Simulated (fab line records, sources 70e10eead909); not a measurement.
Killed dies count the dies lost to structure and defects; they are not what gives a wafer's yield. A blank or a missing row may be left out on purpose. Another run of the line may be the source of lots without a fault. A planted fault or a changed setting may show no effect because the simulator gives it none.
Matching of chambers | flow nand_harc | NHARC_A_STAIRCASE_STRIP_476 on rie_diel-04 has 3 sister chambers
The step strips in O2, time 20 s. 3 wafers are shown with their chamber, then 4 later ones without.

== WAFERS WITH THEIR CHAMBER ==
wafer  | chamber | showerhead_plenum_p_Torr (Torr)
L085.2 | 0       | 3.29
L094.1 | 3       | 3.41
L094.2 | 1       | 3.59

== WAFERS WITHOUT THEIR CHAMBER ==
wafer  | showerhead_plenum_p_Torr (Torr)
L094.4 | 3.79
L093.4 | 3.79
L097.1 | 3.59
L097.4 | 3.79

== EACH ONE'S CHAMBER ==
wafer  | from the rows above          | in truth
L094.4 | can't be placed: 1 or 3 or 0 | 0
L093.4 | can't be placed: 1 or 3 or 0 | 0
L097.1 | can't be placed: 1 or 3 or 0 | 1
L097.4 | can't be placed: 1 or 3 or 0 | 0
0 of 4 placed correctly. From these rows, 4 cannot be placed; in 4 the true chamber is one of the candidates. 0 placed wrongly.
How it was worked out, from the rows above alone: a wafer's distance from a chamber is the root of the sum, over the readings, of the square of ((its reading less the chamber's mean) divided by the reading's scatter). If the next closest chamber is less than 2 further off than the closest, the wafer can't be placed; otherwise it belongs to the closest. For every chamber, the mean is computed from those of its wafers that are shown. The scatter: root of mean squared gap, hidden wafer to nearest shown wafer, with one shown wafer a chamber.
